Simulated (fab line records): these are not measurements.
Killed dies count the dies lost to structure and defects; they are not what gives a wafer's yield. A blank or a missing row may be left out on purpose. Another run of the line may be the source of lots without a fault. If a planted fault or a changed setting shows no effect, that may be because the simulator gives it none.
A lot that was struck, set against a sound lot :: flow nand harc :: 39 steps out of a route of 1302
Sound: wafers L154.1, L154.5, L154.6. Struck: wafers L163.3, L163.6 (left out: L163.1, a lot-mate that was not struck); the cause follows at the end.
Each step with rows lists, per side, the tool, then ch with its chambers, then its first start. Under that, the readings that differ: sound wafers :: struck wafers :: difference of the means :: sigmas: that difference in standard deviations of wafers without a fault.
alike: a reading whose means differ by less than 2 such deviations, as well as words and numbers matching on both sides. not compared: withheld readings; readings where some wafer has no value; bounds like >300 that might hide an equal value; numbers whose values overlap and for which the record gives no deviation.
A row with sigmas, a row that says differs or no value, or rows on one side alone: a step with any of these is where the two part. Numbers that don't overlap but have no deviation are shown without sigmas and don't part them. Lack of a reading on every wafer of one side parts them only where that side has two or more wafers.

first, 4 steps without rows for these wafers: NHARC_A_BONDPAD_EBR_05; NHARC_A_BONDPAD_EXPOSE_06 (exposes mask A BPAD); NHARC_A_BONDPAD_PEB_07 (peb time 80 s); NHARC_A_BONDPAD_DEVELOP_08 (time 50 s).
NHARC_A_BONDPAD_CD_MEAS_09: the cd target is 500 nm.
  sound on cd sem-03 ch 0, day 23 10:50; struck on cd sem-03 ch 0, day 27 00:25
  alike: cd nm
NHARC_A_BONDPAD_OVL_MEAS_35:
  sound: overlay-01 at day 23 10:55; struck: overlay-01 at day 27 00:30
reading: overlay y nm (nm)
sound: -6 -6 -6
struck: 12 12
difference: +18
sigmas: +3
  alike: overlay x nm
then, 1 step without rows for these wafers: NHARC_A_BONDPAD_HARDBAKE_10 (time 65 s).
NHARC_A_BONDPAD_DESCUM_11: chemistry O2, time 3 s.
  sound on rie diel-09 ch 0,1, day 23 11:03; struck on rie diel-04 ch 2,3, day 27 00:38
  alike: drypump motor current A, o2 flow sccm, oes product au, rf vpp V, showerhead plenum p Torr, throttle valve pct
  not compared: rf hours counter h
then, 2 steps without rows for these wafers: NHARC_A_BONDPAD_ETCH_34 (etches the open film in N2/H2, target depth 60 nm, overetch 18 nm, time 65.91 s); NHARC_A_BONDPAD_ETCH_12 (etches the open film in CHF3/O2, target depth 220 nm, time 110 s).
NHARC_A_BONDPAD_CD_MEAS_13:
  sound: cd sem-03 at day 23 11:25; struck: cd sem-03 at day 27 00:56
  alike: cd nm
then, 1 step without rows for these wafers: NHARC_A_BONDPAD_STRIP_15 (strips in O2).
NHARC_A_BONDPAD_ETCH_24: etches the open film in CF4/N2, target depth 30 nm, time 72.99 s.
  sound on rie diel-09 ch 1,2,3, day 23 11:40; struck on rie diel-04 ch 3, day 27 01:10
  alike: drypump motor current A, oes product au, rf vpp V, showerhead plenum p Torr, throttle valve pct
  not compared: rf hours counter h
then, 2 steps without rows for these wafers: NHARC_A_BONDPAD_STRIP_16 (strips in post etch residue remover, time 600 s); NHARC_A_BONDPAD_DEGAS_25 (time 60 s).
NHARC_A_BONDPAD_PRE_CLEAN_26: time 30 s.
  sound on pvd sputter-03; struck on pvd sputter-03
  alike: heater power w, susceptor temp C
NHARC_A_BONDPAD_PVD_17: deposits TaN, target thk 5 nm, time 8.06 s.
  sound on pvd sputter-03; struck on pvd sputter-03
  alike: throttle valve pct
then, 2 steps without rows for these wafers: NHARC_A_BONDPAD_PVD_27 (deposits Cu, target thk 30 nm, time 20.49 s); NHARC_A_BONDPAD_ECD_18 (material Cu, target thk 400 nm).
NHARC_A_BONDPAD_ANNEAL_28: time 90 s.
  sound on rtp anneal-02 ch 0, day 23 12:47; struck on rtp anneal-02 ch 0, day 27 02:18
  alike: anneal temp c, wafer_temp_C_max
NHARC_A_BONDPAD_CMP_19: polishes, t overpolish 30 s, cu recess touch 16 s, target thk 169.82 nm.
  sound on cmp-02 ch 0,1,3, day 23 13:13; struck on cmp-03 ch 0,2, day 27 02:41
  alike: motor current A, overpolish run s
NHARC_A_BONDPAD_THK_MEAS_20: measures by xrf.
  sound: film metro-01 at day 23 13:27; struck: film metro-01 at day 27 02:58
  alike: thk nm
then, 6 steps without rows for these wafers: NHARC_A_BONDPAD_SRD_21 (time 30 s, dry time 20 s); NHARC_HYBRID_BOND_ACTIVATE_00 (chemistry N2, time 60 s); NHARC_HYBRID_BOND_PRECLEAN_01 (cleans in DIW, time 300 s); NHARC_HYBRID_BOND_SRD_02 (time 30 s, dry time 20 s); NHARC_HYBRID_BOND_BOND_03; NHARC_HYBRID_BOND_ANNEAL_04 (time 7200 s).
NHARC_HYBRID_BOND_OVL_MEAS_05:
  sound: overlay-02 at day 23 23:01; struck: overlay-01 at day 27 12:40
  alike: overlay x nm, overlay y nm
then, 2 steps without rows for these wafers: NHARC_THIN_TSV_GRIND_00; NHARC_THIN_TSV_CMP_01 (polishes).
NHARC_THIN_TSV_THK_MEAS_02: measures by ir.
  sound: film metro-02 at day 24 00:43; struck: film metro-01 at day 27 14:21
  alike: thk nm
then, 6 steps without rows for these wafers: NHARC_THIN_TSV_SRD_03; NHARC_THIN_TSV_PRECLEAN_41 (cleans in SC1); NHARC_THIN_TSV_SRD_42; NHARC_THIN_TSV_DEP_43 (deposits SiO2, target thk 1328.5 nm); NHARC_THIN_TSV_DEHYDRATE_04 (time 120 s); NHARC_THIN_TSV_HMDS_05 (time 30 s).
NHARC_END_SORT_01:
  the record has rows for the struck wafers here (prober-01 ch 0, day 28 07:53) and none for the sound ones

## WHERE THEY PART
Last at NHARC_END_SORT_01 as far as this record goes, first at NHARC_A_BONDPAD_OVL_MEAS_35.

WHY: the cause the simulator had injected
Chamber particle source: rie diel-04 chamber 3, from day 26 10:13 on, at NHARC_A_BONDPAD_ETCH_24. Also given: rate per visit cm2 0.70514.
